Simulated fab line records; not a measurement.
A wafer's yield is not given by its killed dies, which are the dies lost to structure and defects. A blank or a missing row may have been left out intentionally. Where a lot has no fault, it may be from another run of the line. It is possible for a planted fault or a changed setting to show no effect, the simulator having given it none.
Lot-split experiment    flow n5-finfet    on a route of 1938 steps: 7 lots, 21 wafers read

THE SPLIT ITSELF
At N5_GATE_CUT_COAT_27 (time 60 s, resist thk 10 nm), the setting spin-rpm was moved away from the recipe's 1500 rpm on 5 of the 21 wafers read, by -11.1% to +8.0%. All remaining wafers had this setting at the recipe value.

FROM THE SPLIT TO THE READING: what the file shows between them, 4 steps
- N5_GATE_CUT_COAT_07: resist thk 30 nm
- N5_GATE_CUT_EBR_09
- N5_GATE_CUT_DESCUM_18: chemistry O2, time 7 s
- N5_GATE_CUT_ETCH_28: etches underlayer in N2/H2, target depth 13 nm, time 10.4 s

THE READING
CAR-EUV_of_GATE_CUT_COAT_07.thk-nm (the simulator's own value, which no gauge read), in nm, at N5_GATE_CUT_ETCH_36 (etches SiARC in CF4, target depth 13 nm, time 21.7 s). No usual value for it is given in the file. Here, 16 wafers ran the recipe; their average is 6.9 nm with a standard deviation of 0.16 nm.

wafer   tool, chamber at the split  spin-rpm as run, rpm  against the recipe  CAR-EUV_of_GATE_CUT_COAT_07.thk-nm, nm  against lot-mates on the recipe
L074.3  litho-track-01, 0           1500                  recipe              6.6                                     -
L074.4  litho-track-01, 0           1500                  recipe              6.8                                     -
L074.6  litho-track-01, 0           1500                  recipe              6.8                                     -
L075.1  litho-track-01, 0           1500                  recipe              7.2                                     -
L075.2  litho-track-01, 0           1333                  -11.1%              6.4                                     -0.8
L075.3  litho-track-01, 0           1333                  -11.1%              6.4                                     -0.8
L077.2  litho-track-03, 0           1500                  recipe              7.2                                     -
L077.3  litho-track-03, 0           1434                  -4.4%               6.8                                     -0.3
L077.5  litho-track-03, 0           1500                  recipe              7                                       -
L078.2  litho-track-04, 0           1500                  recipe              7                                       -
L078.5  litho-track-04, 0           1620                  +8.0%               7.4                                     +0.5
L078.6  litho-track-04, 0           1500                  recipe              6.8                                     -
L087.1  litho-track-03, 0           1500                  recipe              7                                       -
L087.3  litho-track-03, 0           1500                  recipe              6.8                                     -
L087.4  litho-track-03, 0           1500                  recipe              6.8                                     -
L092.3  litho-track-04, 0           1500                  recipe              7                                       -
L092.4  litho-track-04, 0           1559                  +3.9%               7                                       +0.1
L092.6  litho-track-04, 0           1500                  recipe              6.8                                     -
L097.1  litho-track-04, 0           1500                  recipe              7                                       -
L097.4  litho-track-04, 0           1500                  recipe              7                                       -
L097.5  litho-track-04, 0           1500                  recipe              6.8                                     -

THE FIT
A straight line over all 21 wafers: CAR-EUV_of_GATE_CUT_COAT_07.thk-nm changes by +0.0468 nm for each +1% of spin-rpm; r = +0.80; the points scatter about the line by 0.15 nm.
The same after taking each lot's own level away (the mean of its wafers on the recipe; 21 wafers): +0.0672 nm for each +1%; r = +0.95; scatter 0.094 nm.
The reading moves by 0.75 nm for the largest change in spin-rpm, on that fit.
Across the lots, their own levels run from 6.73 to 7.20 nm, a range of 3.0 times the standard deviation given above.
So the lot-to-lot level blurs the effect unless lot-mates are compared.
Check: with one of the wafers moved furthest among these (-11.1%) left out of the fit, the line predicts -0.741 nm for it against its lot-mates. Against them it came out at -0.8 nm.

THE WHOLE CHAIN: every reading that the file lists as answering this split, in the file's order
step                 what it does                                                 reading                                                                                 change (the file's fit)                 r (the file's)
N5_GATE_CUT_COAT_27  time 60 s, resist thk 10 nm                                  underlayer_of_GATE_CUT_COAT_27.thk-nm (the simulator's own value, which no gauge read)  -0.0518 nm for each +1% of the setting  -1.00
N5_GATE_CUT_ETCH_28  etches underlayer in N2/H2, target depth 13 nm, time 10.4 s  CAR-EUV_of_GATE_CUT_COAT_07.thk-nm (the simulator's own value, which no gauge read)     +0.0654 nm for each +1% of the setting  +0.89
N5_GATE_CUT_ETCH_28  etches underlayer in N2/H2, target depth 13 nm, time 10.4 s  etch.depth-nm (the simulator's own value, which no gauge read)                          -0.0517 nm for each +1% of the setting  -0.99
N5_GATE_CUT_ETCH_36  etches SiARC in CF4, target depth 13 nm, time 21.7 s         CAR-EUV_of_GATE_CUT_COAT_07.thk-nm (the simulator's own value, which no gauge read)     +0.0656 nm for each +1% of the setting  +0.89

FILE'S OWN FIT
CAR-EUV_of_GATE_CUT_COAT_07.thk-nm changes by +0.0656 nm for each +1% of spin-rpm, r = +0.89.
